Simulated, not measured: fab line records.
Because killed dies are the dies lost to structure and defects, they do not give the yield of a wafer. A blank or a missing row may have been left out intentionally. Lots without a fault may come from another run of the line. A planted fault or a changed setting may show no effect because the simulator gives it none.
Which of the tools did it? :: flow n5Finfet :: 6 lots with 18 wafers sampled at 4 steps, on a route of 1938 steps

## WHAT EACH GAUGE READ, for each wafer
N5_BEOL_M14_INSPECT_30: inspects for defects (macro).
lot: L885
measured: day 12 08:17
on: defectInspect-02
rawDefectCount: 2 4 2

lot: L886
measured: day 12 18:48
on: defectInspect-02
rawDefectCount: 1 5 2

lot: L888
measured: day 13 10:08
on: defectInspect-01
rawDefectCount: 3 0 4

lot: L897
measured: day 15 02:55
on: defectInspect-02
rawDefectCount: 3 3 0

lot: L903
measured: day 16 09:35
on: defectInspect-02
rawDefectCount: 1 1 3

lot: L907
measured: day 17 19:31
on: defectInspect-01
rawDefectCount: 3 2 3

## EACH LOT AND THE TOOL THAT RAN IT (in order: tool; ch and the chambers of the sampled wafers; start)
lot: L885
N5_BEOL_M13_SPUTTER_45: pvdSputter-02, day 12 05:41
N5_BEOL_M13_ANNEAL_48: rtpAnneal-02 ch 0, day 12 06:04
N5_BEOL_M14_COAT_65: lithoTrack-04 ch 0, day 12 07:49

lot: L886
N5_BEOL_M13_SPUTTER_45: pvdSputter-02, day 12 16:13
N5_BEOL_M13_ANNEAL_48: rtpAnneal-02 ch 0, day 12 16:29
N5_BEOL_M14_COAT_65: lithoTrack-04 ch 0, day 12 18:20

lot: L888
N5_BEOL_M13_SPUTTER_45: pvdSputter-01, day 13 07:33
N5_BEOL_M13_ANNEAL_48: rtpAnneal-02 ch 0, day 13 07:53
N5_BEOL_M14_COAT_65: lithoTrack-04 ch 0, day 13 09:40

lot: L897
N5_BEOL_M13_SPUTTER_45: pvdSputter-03, day 15 00:26
N5_BEOL_M13_ANNEAL_48: rtpAnneal-01 ch 0, day 15 00:46
N5_BEOL_M14_COAT_65: lithoTrack-01 ch 0, day 15 02:35

lot: L903
N5_BEOL_M13_SPUTTER_45: pvdSputter-02, day 16 06:58
N5_BEOL_M13_ANNEAL_48: rtpAnneal-01 ch 0, day 16 07:20
N5_BEOL_M14_COAT_65: lithoTrack-04 ch 0, day 16 09:13

lot: L907
N5_BEOL_M13_SPUTTER_45: pvdSputter-02, day 17 15:52
N5_BEOL_M13_ANNEAL_48: rtpAnneal-02 ch 0, day 17 16:43
N5_BEOL_M14_COAT_65: lithoTrack-04 ch 0, day 17 19:03
- N5_BEOL_M13_SPUTTER_45: material Cu, target thk 80 nm, time 13.33 s.
- N5_BEOL_M13_ANNEAL_48: time 90 s.
- N5_BEOL_M14_COAT_65: time 60 s, resist thk 450 nm.

## THE ANSWER, worked out from the rows above alone
Rule: what is usual is taken from the lots themselves. The widest of any qualifying gaps counts: lots, ordered by their means at a reading, are off when they make up no more than a third of the lots, leave a main group of 4 or more, and stand apart from it by 3 or more times the standard deviation of that group's means. If all means in a main group match to the digits the tables above print for the reading, that group is not used. A lot without any number at a reading at which 4 lots or more have one is off too. The other lots that the step has rows for count as sound.
No lot is off on any of the readings shown, so nothing can be concluded from this.

## WHAT WAS PUT IN BY THE SIMULATOR
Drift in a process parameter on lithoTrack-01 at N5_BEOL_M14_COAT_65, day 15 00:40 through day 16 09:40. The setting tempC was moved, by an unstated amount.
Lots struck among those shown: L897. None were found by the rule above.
